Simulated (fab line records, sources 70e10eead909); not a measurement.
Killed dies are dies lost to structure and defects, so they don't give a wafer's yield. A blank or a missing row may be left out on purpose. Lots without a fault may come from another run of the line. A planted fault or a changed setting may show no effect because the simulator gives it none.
One fault seen from 3 desks | flow nand_harc | each desk has only its own numbers; what lay behind them comes last

THE TOOL OWNER'S DESK: har_etch-02
The tool's own readings at NHARC_A_CHANNEL_HOLE_D1_ETCH_33 (etches the open film in C4F8/O2/Ar, time 90 s, target depth 400 nm): means of the sampled wafers that have a number, for each lot that ran on this tool. A lot is out of limits, marked OUT, if its mean lies more than 4 standard deviations from the usual mean; the brackets give that distance.
Columns: A = drypump_motor_current_A at NHARC_A_CHANNEL_HOLE_D1_ETCH_33, usual 6.0 A; B = showerhead_plenum_p_Torr at NHARC_A_CHANNEL_HOLE_D1_ETCH_33, usual 3.77 Torr; C = temp_c at NHARC_A_CHANNEL_HOLE_D1_ETCH_33, usual -19.99 C; D = throttle_valve_pct at NHARC_A_CHANNEL_HOLE_D1_ETCH_33, usual 27.621 %
lot  | first seen here | A   | B    | C      | D
L326 | day 11 02:39    | 5.5 | 3.81 | -20.03 | 27.613
L330 | day 11 06:47    | 5.5 | 3.80 | -19.99 | 27.625
L328 | day 11 10:56    | 5.4 | 3.78 | -19.96 | 27.634
L337 | day 12 05:17    | 5.3 | 3.74 | -20.05 | 27.622
L340 | day 12 09:24    | 5.3 | 3.74 | -20.01 | 27.618
This desk's finding: nothing out of limits on any of the 5 lots.

THE METROLOGY DESK
What the gauges read, lot by lot, whatever tool the lot ran on: means of the sampled wafers that have a number. A lot is out of limits, marked OUT, if its mean lies more than 4 standard deviations from the usual mean; the brackets give that distance.
Columns: A = thk_nm at NHARC_A_ONON_D1_THK_MEAS_30, usual 998 nm
lot  | first seen here | A
L326 | day 10 17:06    | 994
L329 | day 10 17:07    | 985
L330 | day 10 17:28    | 984
L328 | day 10 17:48    | 1004
L327 | day 10 17:49    | 1007
L333 | day 11 04:50    | 1018
L332 | day 11 05:52    | 1014
L337 | day 11 15:52    | 998
L340 | day 11 23:47    | 1023
L342 | day 12 00:09    | 1008
L345 | day 12 15:37    | 986
L347 | day 12 21:23    | 995
This desk's finding: nothing out of limits on any of the 12 lots.

THE DEFECT DESK
What the inspections along the route counted, lot by lot: means of the sampled wafers that have a number. A lot is out of limits, marked OUT, if its mean lies more than 4 standard deviations from the usual mean; the brackets give that distance.
Columns: A = raw_defect_count at NHARC_A_CHANNEL_HOLE_D1_INSPECT_40, usual 57
lot  | first seen here | A
L326 | day 11 04:32    | 45
L329 | day 11 08:05    | 72
L330 | day 11 08:40    | 45
L327 | day 11 12:14    | 53
L328 | day 11 12:40    | 53
L333 | day 11 18:06    | 65
L332 | day 11 22:14    | 60
L337 | day 12 06:58    | 1086 (+69) OUT
L340 | day 12 11:08    | 1140 (+72) OUT
L342 | day 12 19:05    | 74
L345 | day 13 02:34    | 81
L347 | day 13 08:58    | 53
This desk's finding: out of limits on L337, L340; first on L337, day 12 06:58 (raw_defect_count at NHARC_A_CHANNEL_HOLE_D1_INSPECT_40). In limits: L326, L329, L330, L327, L328, L333, L332, L342, L345, L347.

PUT TOGETHER
The defect desk could have raised an alarm at day 12 06:58, on L337, L340.
The tool owner's desk saw nothing out of limits.
The metrology desk saw nothing out of limits.
The tool owner's desk has L337, L340 on record, within its limits.
The metrology desk has L337, L340 on record, within its limits.
Of the lots named, all ran NHARC_A_CHANNEL_HOLE_D1_ETCH_33 on har_etch-02.

WHAT THE SIMULATOR HAD PUT IN
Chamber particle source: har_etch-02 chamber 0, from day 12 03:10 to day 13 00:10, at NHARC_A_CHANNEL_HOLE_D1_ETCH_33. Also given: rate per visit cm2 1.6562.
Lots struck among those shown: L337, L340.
Hours from the fault's start to each desk's first reading out of limits: the defect desk, 4.
